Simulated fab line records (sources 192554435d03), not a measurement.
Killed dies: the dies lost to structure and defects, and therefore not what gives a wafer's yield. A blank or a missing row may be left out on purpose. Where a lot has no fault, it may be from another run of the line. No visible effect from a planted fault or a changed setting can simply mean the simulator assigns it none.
Chamber matching | flow n5 finfet | 4 sister chambers for N5_BEOL_M14_ETCH_67 on rie diel-04
The step etches SiARC in CF4, target depth 143 nm, time 238.3 s. 4 wafers are shown with their chamber, then 7 later ones without.

WAFERS PAIRED WITH THEIR CHAMBERS
wafer  | chamber | drypump motor current A (A)
L093.1 | 3       | 5.3
L093.2 | 1       | 4.9
L094.2 | 2       | 6.1
L094.4 | 0       | 5.5

WAFERS WITHOUT THEIR CHAMBER
wafer  | drypump motor current A (A)
L094.5 | 4.9
L092.2 | 4.9
L092.4 | 5.5
L092.6 | 5.5
L095.2 | 5.3
L095.3 | 6.2
L095.4 | 4.9

THE CHAMBER EACH PASSED THROUGH
wafer  | from the rows above | in truth
L094.5 | 1                   | 1
L092.2 | 1                   | 1
L092.4 | 0                   | 0
L092.6 | 0                   | 0
L095.2 | 3                   | 3
L095.3 | 2                   | 2
L095.4 | 1                   | 1
7 of 7 placed correctly. Not placeable from these rows: 0. 0 placed wrongly.
How it was worked out, from the rows above alone: a wafer's distance from a chamber is the root of the sum, over the readings, of the square of ((its reading less the chamber's mean) divided by the reading's scatter). The wafer belongs to the nearest chamber; if the next one is less than 2 further off, it can't be placed. The mean given for a chamber averages the wafers shown for that chamber. The scatter: root of mean squared gap, hidden wafer to nearest shown wafer, with one shown wafer a chamber.
